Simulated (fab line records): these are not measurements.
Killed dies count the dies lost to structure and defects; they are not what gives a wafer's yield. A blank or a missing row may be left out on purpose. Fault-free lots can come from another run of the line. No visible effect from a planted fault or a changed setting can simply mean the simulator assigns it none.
Matching of chambers :: flow n5 finfet :: 4 sister chambers for N5_BEOL_M12_ETCH_68 on rie diel-05
The step etches SOC in N2/H2, time 285 s. 16 wafers are shown with their chamber, then 8 later ones without.

## WAFERS PAIRED WITH THEIR CHAMBERS
wafer: L075.1
chamber: 2
showerhead plenum p Torr (Torr): 2.61
throttle valve pct (%): 17.47
rf vpp V (V): 526.2

wafer: L075.4
chamber: 3
showerhead plenum p Torr (Torr): 2.61
throttle valve pct (%): 18.15
rf vpp V (V): 526.1

wafer: L075.6
chamber: 2
showerhead plenum p Torr (Torr): 2.61
throttle valve pct (%): 17.49
rf vpp V (V): 524.9

wafer: L082.4
chamber: 1
showerhead plenum p Torr (Torr): 2.49
throttle valve pct (%): 17.46
rf vpp V (V): 522.5

wafer: L082.5
chamber: 1
showerhead plenum p Torr (Torr): 2.49
throttle valve pct (%): 17.46
rf vpp V (V): 522.9

wafer: L082.6
chamber: 0
showerhead plenum p Torr (Torr): 2.47
throttle valve pct (%): 17.50
rf vpp V (V): 522.3

wafer: L089.1
chamber: 2
showerhead plenum p Torr (Torr): 2.60
throttle valve pct (%): 17.52
rf vpp V (V): 525.3

wafer: L089.2
chamber: 0
showerhead plenum p Torr (Torr): 2.46
throttle valve pct (%): 17.54
rf vpp V (V): 521.7

wafer: L089.3
chamber: 1
showerhead plenum p Torr (Torr): 2.48
throttle valve pct (%): 17.51
rf vpp V (V): 521.5

wafer: L089.4
chamber: 2
showerhead plenum p Torr (Torr): 2.60
throttle valve pct (%): 17.52
rf vpp V (V): 525.5

wafer: L089.5
chamber: 0
showerhead plenum p Torr (Torr): 2.46
throttle valve pct (%): 17.53
rf vpp V (V): 520.4

wafer: L089.6
chamber: 1
showerhead plenum p Torr (Torr): 2.48
throttle valve pct (%): 17.50
rf vpp V (V): 521.3

wafer: L090.1
chamber: 1
showerhead plenum p Torr (Torr): 2.48
throttle valve pct (%): 17.50
rf vpp V (V): 522.7

wafer: L090.3
chamber: 3
showerhead plenum p Torr (Torr): 2.60
throttle valve pct (%): 17.76
rf vpp V (V): 524.5

wafer: L090.5
chamber: 1
showerhead plenum p Torr (Torr): 2.48
throttle valve pct (%): 17.50
rf vpp V (V): 520.9

wafer: L093.2
chamber: 1
showerhead plenum p Torr (Torr): 2.47
throttle valve pct (%): 17.50
rf vpp V (V): 522.5

SIGNATURES (averages over the wafers above)
reading: showerhead plenum p Torr
chamber 0: 2.4633
chamber 1: 2.4814
chamber 2: 2.6050
chamber 3: 2.6050
scatter within a chamber: 0.00647

reading: throttle valve pct
chamber 0: 17.5233
chamber 1: 17.4900
chamber 2: 17.5000
chamber 3: 17.9550
scatter within a chamber: 0.0823

reading: rf vpp V
chamber 0: 521.467
chamber 1: 522.043
chamber 2: 525.475
chamber 3: 525.300
scatter within a chamber: 0.806
Rule: a wafer's distance from a chamber is the root of the sum, over the readings, of the square of ((its reading less the chamber's mean) divided by the reading's scatter). The wafer belongs to the nearest chamber; if the next one is less than 2 further off, it can't be placed. The scatter is the square root of a quotient: the sum, over the shown wafers, of each reading's squared deviation from its chamber's mean, divided by wafers minus chambers.

## WAFERS MISSING THEIR CHAMBER
wafer: L093.3
showerhead plenum p Torr (Torr): 2.46
throttle valve pct (%): 17.55
rf vpp V (V): 520.7

wafer: L093.5
showerhead plenum p Torr (Torr): 2.60
throttle valve pct (%): 17.78
rf vpp V (V): 526.7

wafer: L092.2
showerhead plenum p Torr (Torr): 2.46
throttle valve pct (%): 17.55
rf vpp V (V): 522.0

wafer: L092.3
showerhead plenum p Torr (Torr): 2.60
throttle valve pct (%): 17.80
rf vpp V (V): 526.4

wafer: L092.6
showerhead plenum p Torr (Torr): 2.60
throttle valve pct (%): 17.78
rf vpp V (V): 526.6

wafer: L094.1
showerhead plenum p Torr (Torr): 2.60
throttle valve pct (%): 17.77
rf vpp V (V): 524.7

wafer: L094.5
showerhead plenum p Torr (Torr): 2.46
throttle valve pct (%): 17.54
rf vpp V (V): 523.7

wafer: L094.6
showerhead plenum p Torr (Torr): 2.47
throttle valve pct (%): 17.50
rf vpp V (V): 520.8

## WHICH CHAMBER EACH ONE RAN IN
wafer: L093.3
from the rows above: 0
in truth: 0

wafer: L093.5
from the rows above: can't be placed: 3 or 2
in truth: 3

wafer: L092.2
from the rows above: 0
in truth: 0

wafer: L092.3
from the rows above: can't be placed: 3 or 2
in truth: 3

wafer: L092.6
from the rows above: can't be placed: 3 or 2
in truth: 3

wafer: L094.1
from the rows above: can't be placed: 3 or 2
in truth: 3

wafer: L094.5
from the rows above: can't be placed: 0 or 1
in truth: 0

wafer: L094.6
from the rows above: can't be placed: 0 or 1
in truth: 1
Correctly placed: 2 of 8. From these rows, 6 cannot be placed; in 6 the true chamber is one of the candidates. Wrongly placed: 0.
